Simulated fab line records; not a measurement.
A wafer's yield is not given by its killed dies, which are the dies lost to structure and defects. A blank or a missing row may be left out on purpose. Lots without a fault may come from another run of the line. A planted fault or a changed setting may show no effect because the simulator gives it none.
Matching of chambers ; flow nand_harc ; rie_si-04 running NHARC_P_ZERO_WELL_ETCH_63: 3 sister chambers
The step etches the open film in HBr/Cl2, target depth 120 nm, time 40.1 s. 6 wafers are shown with their chamber, then 7 later ones without.

## EACH WAFER AND ITS CHAMBER
wafer;chamber;drypump_motor_current_A (A);mfc_cl2_sccm (sccm)
L074.2;2;5.6;50.06
L079.6;1;4.8;49.91
L083.3;2;5.6;50.04
L083.5;3;5.3;50.16
L088.1;3;5.2;50.06
L088.4;1;4.8;49.94

## WAFERS MISSING THEIR CHAMBER
wafer;drypump_motor_current_A (A);mfc_cl2_sccm (sccm)
L088.5;4.8;49.88
L094.1;5.7;50.24
L094.5;5.3;50.12
L094.6;5.7;50.00
L097.1;4.8;49.91
L097.2;5.2;49.87
L097.4;5.7;49.95

## CHAMBER TAKEN BY EACH
wafer;from the rows above;in truth
L088.5;1;1
L094.1;2;2
L094.5;3;3
L094.6;2;2
L097.1;1;1
L097.2;3;3
L097.4;2;2
Correctly placed: 7 of 7. Can't be placed from these rows: 0. Number placed wrongly: 0.
How it was worked out, from the rows above alone: a wafer's distance from a chamber is the root of the sum, over the readings, of the square of ((its reading less the chamber's mean) divided by the reading's scatter). If the next closest chamber is less than 2 further off than the closest, the wafer can't be placed; otherwise it belongs to the closest. For every chamber, the mean is computed from those of its wafers that are shown. The scatter is the square root of a quotient: the sum, over the shown wafers, of each reading's squared deviation from its chamber's mean, divided by wafers minus chambers.
